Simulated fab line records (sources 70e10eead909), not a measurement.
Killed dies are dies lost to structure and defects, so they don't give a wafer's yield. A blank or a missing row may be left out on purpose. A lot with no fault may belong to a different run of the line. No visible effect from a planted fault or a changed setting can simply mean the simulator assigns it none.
Problem report, 8D (eight disciplines) form, completed by code :: flow nand_harc :: the parts of the form that need people (team, actions taken, sign-off) are left out

== 1. THE PROBLEM ==
Mean of killed_at_periphery at NHARC_END_SORT_01: 652.8 across 6 wafers in 2 lots; on wafers with no fault it is 2.9 (standard deviation 1.7). So: +99 or more standard deviations from the usual mean.
Seen first at day 22 12:31 on prober-02, wafer L985.2. The record has a number at this step for 6 wafers belonging to 2 lots. Rule for "out", or "out of limits": more than 4 standard deviations from the usual mean. The other wafers with a number count as sound.

== 2. WHAT THIS IS AND IS NOT ==
question: which readings at this step
is: killed_at_periphery, killed_dies
is not: killed_at_array, killed_at_other, killed_short

question: which lots
is: L985, L986
is not: -

question: which wafers of those lots
is: all that have a number
is not: -

question: read on which gauges
is: prober-02
is not: -

question: when
is: from day 22 12:31
is not: up to then (0 sound wafers)

== 3. THE SUSPECTS, EACH WITH WHAT RULES IT OUT ==
Counting: a tool at a process step up to the reading stays a suspect if it ran every lot that is out and no sound lot after the first of them.
- the gauge at NHARC_END_SORT_01: kept. All the wafers that are out were read on prober-02, and no step on other tools shows them out.
- lpcvd_poly-01 at NHARC_P_GATE_CVD_17 (deposits poly-Si, target thk 150 nm, time 900 s): kept. It ran every lot that is out, first L985 (day 8 05:50), and no sound lot after that.
- acl_dep-01 at NHARC_P_GATE_HM_DEP_102 (deposits aC, target thk 120 nm): kept. It ran every lot that is out, first L985 (day 8 12:37), and no sound lot after that.
The count leaves lpcvd_poly-01 at NHARC_P_GATE_CVD_17, acl_dep-01 at NHARC_P_GATE_HM_DEP_102, and prober-02 at NHARC_END_SORT_01.

== 4. THE CAUSE (what the simulator had put in) ==
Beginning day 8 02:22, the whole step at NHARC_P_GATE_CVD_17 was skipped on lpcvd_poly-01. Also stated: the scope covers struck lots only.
This tool is one of the 3 suspects left after counting.

== 5. THE CHAIN OF EFFECTS, in route order ==
Each row: a reading where the mean over the struck wafers with a number is more than 3 standard deviations away from the usual. Scope: only readings with a usual standard deviation given in the record; hours: median across lots of the time from each lot's start at the first step in this table that gives one to its start at this step; sigmas: change in usual standard deviations.
hours: 0
step: NHARC_END_SORT_01
reading: killed_at_periphery
usual: 2.9
on struck wafers: 652.8
change: +649.9
sigmas: +99 or more

hours: 0
step: NHARC_END_SORT_01
reading: killed_dies
usual: 27
on struck wafers: 677
change: +650
sigmas: +76
Readings that are blank on the struck wafers while sound wafers have them: run_length_s at NHARC_P_GATE_CVD_17; spike_tc_bottom_C at NHARC_P_GATE_CVD_17; spike_tc_top_C at NHARC_P_GATE_CVD_17; zone_power_centre_pct at NHARC_P_GATE_CVD_17.

== 6. WHAT WOULD HAVE CAUGHT IT SOONER ==
Counted from the fault's start at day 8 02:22, it took 346 hours until the first out-of-limits reading at a measuring or inspecting step in this record, taken at day 22 12:31.
At NHARC_P_GATE_CVD_17 the tool's readings are blank on the struck wafers, where sound wafers have them: an empty tool record is the first sign, and it was there at once.
By day 22 12:31 the whole set of lots that are out, 2 in number, had already begun NHARC_P_GATE_CVD_17 on lpcvd_poly-01. None of them would have been spared by holding the tool at that moment.
